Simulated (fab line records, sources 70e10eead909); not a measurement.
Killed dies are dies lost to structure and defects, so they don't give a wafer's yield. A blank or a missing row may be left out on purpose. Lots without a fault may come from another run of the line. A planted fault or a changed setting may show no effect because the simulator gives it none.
Chamber matching | flow nand_harc | NHARC_P_BONDPAD_CMP_19 on cmp-02: 4 sister chambers
The step polishes, t overpolish 30 s, cu recess touch 16 s, target thk 160.81 nm. 8 wafers are shown with their chamber, then 9 later ones without.

WAFERS WITH THEIR CHAMBER
wafer  | chamber | motor_current_A (A) | overpolish_run_s (s)
L077.3 | 3       | 11.9                | 29.989
L087.5 | 2       | 10.8                | 30.002
L091.2 | 3       | 11.1                | 29.992
L091.5 | 1       | 11.9                | 29.992
L091.6 | 0       | 14.3                | 29.993
L092.1 | 1       | 12.5                | 29.980
L092.2 | 0       | 12.6                | 29.996
L092.4 | 2       | 10.5                | 30.002

WAFERS WITHOUT THEIR CHAMBER
wafer  | motor_current_A (A) | overpolish_run_s (s)
L095.1 | 13.2                | 30.000
L095.2 | 10.5                | 29.997
L095.5 | 11.6                | 29.995
L097.1 | 11.1                | 30.002
L097.2 | 13.9                | 29.999
L097.4 | 11.1                | 30.004
L096.2 | 11.4                | 30.014
L096.3 | 14.7                | 30.007
L096.6 | 11.3                | 29.977

WHICH CHAMBER EACH WENT THROUGH
wafer  | from the rows above               | in truth
L095.1 | can't be placed: 0 or 3           | 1
L095.2 | can't be placed: 2 or 3           | 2
L095.5 | can't be placed: 3 or 2 or 1 or 0 | 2
L097.1 | can't be placed: 2 or 3           | 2
L097.2 | 0                                 | 0
L097.4 | 2                                 | 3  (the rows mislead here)
L096.2 | 2                                 | 2
L096.3 | 0                                 | 0
L096.6 | can't be placed: 1 or 3           | 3
Placed correctly: 3 of 9. Can't be placed from these rows: 5 (the true chamber is among the candidates in 4). Placed wrongly: 1.
How it was worked out, from the rows above alone: a wafer's distance from a chamber is the root of the sum, over the readings, of the square of ((its reading less the chamber's mean) divided by the reading's scatter). The wafer belongs to the nearest chamber; if the next one is less than 2 further off, it can't be placed. A chamber's mean is the mean of its shown wafers. The scatter: the root of (the sum of the squares of (reading less its chamber's mean) over the shown wafers, divided by (wafers less chambers)).
